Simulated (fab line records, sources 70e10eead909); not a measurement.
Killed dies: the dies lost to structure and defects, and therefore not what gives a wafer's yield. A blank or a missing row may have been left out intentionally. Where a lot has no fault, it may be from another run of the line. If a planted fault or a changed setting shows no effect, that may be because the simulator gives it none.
fab line records | flow nand-harc | part 2 of 2: steps 25 to 32 of 32
[record] lots = 5 wafers = 15 last-day = 30
route steps=1302 shown A_CONTACT@1089 A_BLC@1107
lots with no fault: from the same line, run without faults
start-h: start of the lot's first displayed wafer, in hours after the record's first day | wait-h: hours from the lot's prior step to this one | " repeats the value in the row above | L1.1+2: several wafers, shown together as one row | - value missing, or start not given | * or withheld: withheld | < > ~ a bound
route shown NAME@n: a module of which the file shows steps, and the number in the route of the first | usual: mean/standard deviation taken from wafers without a fault | same: alike in all rows | chamber/n: place in a boat | sites: each site's reading | _std_site: standard deviation of those values | _edge_site: the outer-site mean with the inner-site mean subtracted | radius-mm: how far each site lies from the wafer's centre | mask NAME#n: copy n | behind: tool/chamber where the wafer was last shaped | hold: why the lot went on hold/how many hours it stayed there/how the hold came to an end | device: names the non-switching transistor (n, p or np) | end of line: the route-end tests of the same wafers | step lacking rows: just its recipe | killed: count of dies lost to structure and defects at first sort (not the wafer's yield) | map: a wafer's dies, x killed, . not, _ none there
set.NAME: the setting as run; set.NAME@STEP: as run at that earlier step | model.NAME: the simulator's own value behind a step, which no gauge read
lots at some steps of the route; a table a step, a row a wafer
services: when a tool's chamber went out of use (start-h, in hours from the record's first day, below 0 if earlier), for how many hours, and the reason
[[steps]]
[step NHARC_A_BLC_EXPOSE_07]
[recipe] na = 1.35 target-cd-nm = 100 dose-mj = 67.97 mask-id = A_BLC
[usual] reticle-temp-C = 23.01/0.099
// columns lot.wafer tool chamber start-h wait-h mask reticle-temp-C
L074.1 arfi-scanner-02 0 514.81 - A_BLC#0 23.14
L074.4 " 0 " " A_BLC#0 23.15
L074.6 " 0 " " A_BLC#0 23.10
L077.1 arfi-scanner-02 0 530.34 - A_BLC#0 22.84
L077.3 " 0 " " A_BLC#0 22.90
L077.4 " 0 " " A_BLC#0 23.04
L080.1 arfi-scanner-03 0 578.36 - A_BLC#0 22.84
L080.4 " 0 " " A_BLC#0 22.89
L080.6 " 0 " " A_BLC#0 23.00
L085.2 arfi-scanner-03 0 629.58 - A_BLC#0 23.02
L085.4 " 0 " " A_BLC#0 23.01
L085.5 " 0 " " A_BLC#0 23.26
L088.1 arfi-scanner-03 0 658.59 - A_BLC#0 23.10
L088.2 " 0 " " A_BLC#0 22.99
L088.4 " 0 " " A_BLC#0 22.93
[step NHARC_A_BLC_PEB_08]
[recipe] peb-temp-c = 100 peb-time-s = 65
// columns lot.wafer tool chamber start-h wait-h
L074.1+4+6 litho-track-01 0 514.87 0.1
L077.1+3+4 litho-track-01 0 530.40 0.1
L080.1+4+6 litho-track-01 0 578.42 0.1
L085.2+4+5 litho-track-01 0 629.63 0.1
L088.1+2+4 litho-track-01 0 658.65 0.1
[step NHARC_A_BLC_DEVELOP_09]
[recipe] develop-time-s = 35 dev-temp-c = 23
// columns lot.wafer tool chamber start-h wait-h
L074.1+4+6 litho-track-01 0 - -
L077.1+3+4 litho-track-01 0 - -
L080.1+4+6 litho-track-01 0 - -
L085.2+4+5 litho-track-01 0 - -
L088.1+2+4 litho-track-01 0 - -
[step NHARC_A_BLC_CD_MEAS_10]
[recipe] target-cd-nm = 100 landing-energy-ev = 500
[usual] cd-nm = 99.8/0.67
// columns lot.wafer tool chamber start-h wait-h cd-nm
L074.1 cd-sem-02 0 514.95 - 99.2
L074.4 " 0 " " 99.2
L074.6 " 0 " " 99.9
L077.1 cd-sem-01 0 530.47 - 99.4
L077.3 " 0 " " 99.2
L077.4 " 0 " " 100.2
L080.1 cd-sem-03 0 578.50 - 98.9
L080.4 " 0 " " 99.6
L080.6 " 0 " " 99.9
L085.2 cd-sem-01 0 629.71 - 98.6
L085.4 " 0 " " 99.1
L085.5 " 0 " " 98.7
L088.1 cd-sem-02 0 658.73 - 100.1
L088.2 " 0 " " 99.4
L088.4 " 0 " " 99.8
[step NHARC_A_BLC_OVL_MEAS_11]
[usual] overlay-x-nm = 0.1/0.99 overlay-y-nm = -0.2/0.81
// columns lot.wafer tool chamber start-h wait-h overlay-x-nm overlay-y-nm
L074.1 overlay-01 - 515.04 - 0.0 0.1
L074.4 " - " " -0.3 -0.7
L074.6 " - " " 0.1 -1.1
L077.1 overlay-02 - 530.56 - -0.4 -1.0
L077.3 " - " " -0.2 -0.8
L077.4 " - " " -0.3 -1.5
L080.1 overlay-01 - 578.58 - -0.1 -1.0
L080.4 " - " " -0.4 -0.2
L080.6 " - " " 0.1 -0.4
L085.2 overlay-01 - 629.80 - 0.4 0.1
L085.4 " - " " 0.2 0.0
L085.5 " - " " 0.0 0.2
L088.1 overlay-02 - 658.82 - 0.3 0.0
L088.2 " - " " -0.2 0.1
L088.4 " - " " -0.3 0.6
[step NHARC_A_BLC_INSPECT_12]
[usual] raw-defect-count = 92/31
// columns lot.wafer tool chamber start-h wait-h raw-defect-count
L074.1 defect-inspect-01 - 515.07 0.0 105
L074.4 " - " " 98
L074.6 " - " " 92
L077.1 defect-inspect-01 - 530.60 0.0 90
L077.3 " - " " 73
L077.4 " - " " 67
L080.1 defect-inspect-01 - 578.62 0.0 110
L080.4 " - " " 135
L080.6 " - " " 109
L085.2 defect-inspect-01 - 629.84 0.0 59
L085.4 " - " " 72
L085.5 " - " " 85
L088.1 defect-inspect-01 - 658.86 0.0 47
L088.2 " - " " 47
L088.4 " - " " 57
[step NHARC_A_BLC_DESCUM_15]
[recipe] time-s = 3 o2-flow-sccm = 200 ar-flow-sccm = 0 bias-power-w = 0 chemistry = O2
[usual] chamber-pressure-mTorr = 59.99/0.052 drypump-motor-current-A = 5.7/0.49 mfc-ar-sccm = 0.008/0.011 oes-product-au = 0.997/0.0083 rf-vpp-V = 57.6/0.98 showerhead-plenum-p-Torr = 1.88/0.083 throttle-valve-pct = 11.312/0.0086
[same] bias-power-w = 0
// columns lot.wafer tool chamber start-h wait-h chamber-pressure-mTorr drypump-motor-current-A mfc-ar-sccm oes-product-au rf-hours-counter-h rf-vpp-V showerhead-plenum-p-Torr throttle-valve-pct
L074.4 rie-diel-02 3 515.15 0.1 59.95 6.3 0.016 1.009 8 58.6 1.95 11.299
L074.1 " 0 " " 59.91 5.7 0 1.005 7 57.3 1.80 11.310
L074.6 " 1 " " 60.07 5.2 0.000 1.003 - 58.0 1.79 11.300
L077.3 rie-diel-02 1 530.66 0.1 59.99 5.2 0.000 0.987 8 57.3 1.79 11.321
L077.1 " 3 " " 60.06 6.4 0.016 1.010 9 58.9 1.95 11.324
L077.4 " 3 " " 59.99 6.4 0.016 0.998 - 58.2 1.95 11.322
L080.1 rie-diel-06 0 578.69 0.1 60.07 6.1 0 0.998 6 55.3 1.79 11.307
L080.4 " 1 " " 59.91 5.7 0 0.998 6 58.1 1.86 11.315
L080.6 " 0 " " 59.94 6.1 0 0.988 - 57.9 1.79 11.300
L085.4 rie-diel-06 3 629.90 0.1 59.97 5.5 0.035 0.991 9 58.1 2.01 11.307
L085.2 " 2 " " 59.94 4.7 0 0.999 10 57.1 1.86 11.308
L085.5 " 3 " " 60.00 5.5 0.035 1.004 - 58.7 2.01 11.323
L088.2 rie-diel-02 3 658.93 0.1 60.00 6.3 0.016 0.982 4 58.2 1.95 11.301
L088.1 " 0 " " 59.94 5.7 0 0.997 5 59.1 1.80 11.301
L088.4 " 1 " " 59.92 5.2 0.000 0.986 5 58.5 1.79 11.308
[step NHARC_A_BLC_ETCH_16]
[recipe] target-depth-a = 390 over-etch-frac = 0.3 time-s = 65 ion-energy-ev = 80 cf4-flow-sccm = 150 ar-flow-sccm = 0 rf-w = 300 bias-w = 100 chemistry = CF4
[usual] cf4-flow-sccm = 150.0/0.47 chamber-pressure-mTorr = 50.00/0.047 drypump-motor-current-A = 5.7/0.49 mfc-ar-sccm = 0.008/0.012 oes-product-au = 0.997/0.0083 rf-vpp-V = 150.8/1.3 showerhead-plenum-p-Torr = 1.74/0.072 throttle-valve-pct = 13.283/0.0096
// columns lot.wafer tool chamber start-h wait-h cf4-flow-sccm chamber-pressure-mTorr drypump-motor-current-A mfc-ar-sccm oes-product-au rf-hours-counter-h rf-vpp-V showerhead-plenum-p-Torr throttle-valve-pct
L074.4 rie-diel-02 3 515.23 0.1 149.4 50.04 6.3 0.016 1.000 8 150.3 1.80 13.309
L074.1 " 0 " " 150.1 49.99 5.7 0 1.002 7 149.7 1.67 13.296
L074.6 " 3 " " 150.8 49.94 6.3 0.016 1.005 - 152.0 1.80 13.268
L077.1 rie-diel-02 2 530.77 0.1 150.2 49.96 5.7 0.012 0.984 9 152.2 1.82 13.286
L077.3 " 3 " " 150.5 49.96 6.3 0.016 0.997 9 151.7 1.80 13.279
L077.4 " 2 " " 150.0 49.96 5.7 0.012 0.992 - 151.8 1.82 13.286
L080.1 rie-diel-06 2 578.78 0.1 150.0 49.97 4.7 0 1.006 6 152.5 1.72 13.274
L080.4 " 3 " " 149.7 50.01 5.5 0.035 0.998 6 153.5 1.85 13.264
L080.6 " 1 " " 150.2 50.03 5.7 0 0.997 - 151.0 1.72 13.274
L085.4 rie-diel-06 2 629.98 0.1 149.9 49.99 4.7 0 0.996 10 150.6 1.72 13.282
L085.2 " 3 " " 150.3 50.09 5.6 0.035 0.983 9 151.0 1.85 13.281
L085.5 " 3 " " 149.9 49.98 5.5 0.035 0.997 - 151.6 1.85 13.266
L088.1 rie-diel-02 1 659.01 0.1 150.2 50.08 5.2 0.000 0.985 5 149.0 1.66 13.297
L088.4 " 2 " " 150.2 50.01 5.7 0.012 0.990 5 150.3 1.82 13.273
L088.2 " 3 " " 150.2 50.00 6.3 0.016 0.972 4 151.3 1.80 13.284
[[services]]
// columns tool chamber start-h hours kind
rie-diel-06 - 493.27 5.6 repair
cmp-01 - 495.62 11.2 repair
har-cap-etch-01 - 497.00 17.0 pm
rie-diel-06 1 504.30 4.9 repair
litho-track-01 - 505.00 7.0 pm
rie-diel-04 0 518.99 65.0 repair
rie-diel-06 - 523.55 0.5 repair
rie-diel-02 0 526.22 5.4 repair
wet-bench-09 - 528.80 8.0 pm
rie-diel-04 - 533.58 9.0 pm
arfi-scanner-03 - 540.00 4.0 pm
har-cap-etch-02 - 551.44 0.2 repair
arfi-scanner-03 - 552.33 0.2 repair
litho-track-04 - 553.00 7.0 pm
rie-diel-07 2 563.04 10.5 repair
cvd-w-02 1 565.83 14.2 repair
rie-diel-02 - 570.70 9.0 pm
ald-metal-03 - 571.11 10.0 pm
cmp-01 - 577.56 4.0 pm
rie-diel-06 3 598.50 14.2 repair
wet-bench-05 - 612.80 8.0 pm
rie-diel-04 - 617.11 0.4 repair
rie-diel-07 - 648.20 9.0 pm
rie-diel-06 - 651.01 0.7 repair
